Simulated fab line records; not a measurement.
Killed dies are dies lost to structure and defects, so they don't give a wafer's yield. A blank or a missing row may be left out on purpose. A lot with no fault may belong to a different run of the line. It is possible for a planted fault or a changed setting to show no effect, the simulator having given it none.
A struck lot beside a sound one || flow n5 finfet || 15 steps out of a route of 1938
Sound: the wafers L481.3, L481.5, L481.6. Struck: wafer L477.1 (left out: L477.6, a lot-mate that was not struck); the cause follows at the end.
Order at every step that has rows: each side's tool, ch and its chambers, its first start. Under that, the readings that differ: sound wafers || struck wafers || difference of the means || sigmas: that difference in standard deviations of wafers without a fault.
alike: a reading whose means differ by less than 2 such deviations, as well as words and numbers matching on both sides. not compared: withheld readings; readings where some wafer has no value; bounds like >300 that might hide an equal value; numbers whose values overlap and for which the record gives no deviation.
Wherever a step has rows on one side only, a row that says differs or no value, or a row with sigmas, the two part there. Numbers that don't overlap but have no deviation are shown without sigmas and don't part them. A reading missing from all wafers of one side parts the sides only when that side holds two or more wafers.

first, 7 steps without rows for these wafers: N5_BEOL_M11_COAT_60 (time 60 s, resist thk 30 nm); N5_BEOL_M11_COAT_05 (resist thk 90 nm); N5_BEOL_M11_EBR_07; N5_BEOL_M11_SOFTBAKE_06 (time 60 s); N5_BEOL_M11_EXPOSE_08 (exposes mask M11); N5_BEOL_M11_PEB_09 (peb time 60 s); N5_BEOL_M11_DEVELOP_10 (develop time 30 s).
N5_BEOL_M11_CD_MEAS_11: target cd 64.1 nm.
  sound on cd sem-02 ch 0, day 17 02:27; struck on cd sem-03 ch 0, day 17 02:17
  alike: cd nm
N5_BEOL_M11_OVL_MEAS_12:
  sound on overlay-01 ch 0, day 17 02:29; struck on overlay-01 ch 0, day 17 02:19
  alike: M11_OVL
N5_BEOL_M11_INSPECT_13: inspects for defects (brightfield).
  sound on defect inspect-01, day 17 02:31; struck on defect inspect-01, day 17 02:20
  alike: raw defect count
N5_BEOL_M11_DESCUM_16: chemistry O2, time 7.9 s.
  sound on rie diel-06 ch 0,2,3, day 17 02:32; struck on rie diel-02 ch 3, day 17 02:23
{"reading": "throttle valve pct (%)", "sound": "19.94 20.33 20.18", "struck": 20.70, "difference": "+0.55", "sigmas": "+2"}
  alike: chamber pressure mTorr, drypump motor current A, oes product au, rf vpp V, showerhead plenum p Torr
  not compared: rf hours counter h
N5_BEOL_M11_ETCH_61: etches SiARC in CF4, target depth 39 nm, time 65 s.
  sound on rie diel-06 ch 0,2,3, day 17 02:34; struck on rie diel-02 ch 3, day 17 02:25
  alike: chamber pressure mTorr, drypump motor current A, etch rf on time s, oes product au, rf vpp V, showerhead plenum p Torr, throttle valve pct
  not compared: rf hours counter h
N5_BEOL_M11_ETCH_62: etches SOC in N2/H2, target depth 110 nm, overetch 22 nm, time 165 s.
  sound on rie diel-06 ch 0,2,3, day 17 02:37; struck on rie diel-02 ch 3, day 17 02:28
{"reading": "model.SiARC_of_BEOL_M11_COAT_60.thk nm (nm)", "sound": "23.6 23.4 23.2", "struck": 24.6, "difference": "+1.2", "sigmas": ""}
  alike: chamber pressure mTorr, drypump motor current A, n2 flow sccm, oes product au, rf vpp V, showerhead plenum p Torr, throttle valve pct
  not compared: rf hours counter h
then, 2 steps without rows for these wafers: N5_BEOL_M11_STRIP_68 (strips in N2/H2); N5_PASSIVATION_PROBE_49.

## WHERE THEY PART
Only at N5_BEOL_M11_DESCUM_16, as far as this record shows. Later steps at which nothing parts them and some readings are alike: N5_BEOL_M11_ETCH_61, N5_BEOL_M11_ETCH_62.

WHY: whatever the simulator had introduced
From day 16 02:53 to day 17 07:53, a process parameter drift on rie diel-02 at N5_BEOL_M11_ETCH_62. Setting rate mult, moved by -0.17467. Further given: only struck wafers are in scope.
